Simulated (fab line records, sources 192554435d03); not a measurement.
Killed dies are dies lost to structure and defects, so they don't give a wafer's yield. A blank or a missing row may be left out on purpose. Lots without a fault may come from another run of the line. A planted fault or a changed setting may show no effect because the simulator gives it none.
Problem report in the 8D (eight disciplines) form, filled by code | flow n5_finfet | the parts of the form that need people (team, actions taken, sign-off) are left out

1. THE PROBLEM
etch_rf_on_time_s at N5_BEOL_M8_ETCH_72 reads a mean of 7.92 s on 3 wafers of 2 lots; wafers without a fault read 5.17 s with a standard deviation of 0.092. That is +30 standard deviations from the usual mean.
The step: etches underlayer in N2/H2, target depth 6.5 nm, time 5.2 s.
First seen on wafer L501.3, day 11 05:02, on rie_diel-02. The record holds 31 wafers of 11 lots with a number at this step. Rule for "out", or "out of limits": more than 4 standard deviations from the usual mean. The other wafers with a number count as sound.

2. WHAT IT IS AND WHAT IT IS NOT
question                    | is                     | is not
which readings at this step | etch_rf_on_time_s      | drypump_motor_current_A, throttle_valve_pct
which lots                  | L500, L501             | L495, L497, L499, L502, L510, L511, L513, L514, L517
which wafers of those lots  | L500.6, L501.3, L501.6 | L500.4, L500.5, L501.5
read on which tools         | rie_diel-02            | rie_diel-03, rie_diel-04
when                        | from day 11 05:02      | up to then (10 sound wafers); but 18 sound wafers of L500, L502, L510, L511, L513, L514, L517 came after

3. SUSPECTS, AND WHAT RULES EACH OUT
Counting: a tool at a process step up to the reading stays a suspect if it ran every lot that is out. Sound lots after the first of them don't rule it out here, since some wafers of a struck lot are sound.
- rie_diel-02 at N5_BEOL_M8_DESCUM_16 (chemistry O2, time 7.9 s): kept. It ran every lot that is out, first L501 (day 11 03:57); its last sound lot up to then is L497 (day 9 19:10).
- rie_diel-04 at N5_BEOL_M8_STRIP_19 (strips in O2): kept. It ran every lot that is out, first L501 (day 11 04:20).
- rie_diel-02 at N5_BEOL_M8_ETCH_72 (etches underlayer in N2/H2, target depth 6.5 nm, time 5.2 s): kept. It ran every lot that is out, first L501 (day 11 05:02); its last sound lot up to then is L499 (day 10 19:56). Its own readings are out on those wafers: etch_rf_on_time_s.
- Within rie_diel-02 at N5_BEOL_M8_DESCUM_16: the wafers that are out ran in chambers 1, 3; their sound lot-mates ran in chamber 0.
- Within rie_diel-04 at N5_BEOL_M8_STRIP_19: the wafers that are out ran in chambers 0, 2; their sound lot-mates ran in chambers 1, 3.
Left after counting: rie_diel-02 at N5_BEOL_M8_DESCUM_16, rie_diel-04 at N5_BEOL_M8_STRIP_19, rie_diel-02 at N5_BEOL_M8_ETCH_72.

4. THE CAUSE (what the simulator had put in)
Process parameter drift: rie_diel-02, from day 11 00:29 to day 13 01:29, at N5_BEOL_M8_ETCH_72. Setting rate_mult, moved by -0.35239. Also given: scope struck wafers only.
Counting left 3 suspects, and this tool is among them.

5. THE CHAIN OF EFFECTS, in route order
Each row: a reading whose mean over the struck wafers that have a number lies more than 3 standard deviations from the usual. Only readings for which the record gives a usual standard deviation are gone through. hours: the time from each lot's start at the first step in this table that gives one to its start at this step, as a median over the lots. sigmas: the change in usual standard deviations.
hours | step               | reading           | usual  | on struck wafers | change | sigmas
0     | N5_BEOL_M8_ETCH_72 | etch_rf_on_time_s | 5.17 s | 7.92             | +2.75  | +30
The process steps in it:
- N5_BEOL_M8_ETCH_72: etches underlayer in N2/H2, target depth 6.5 nm, time 5.2 s.

6. WHAT WOULD HAVE CAUGHT IT SOONER
In this record the first reading out of limits was taken at day 11 05:02, 5 hours after the fault began at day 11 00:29.
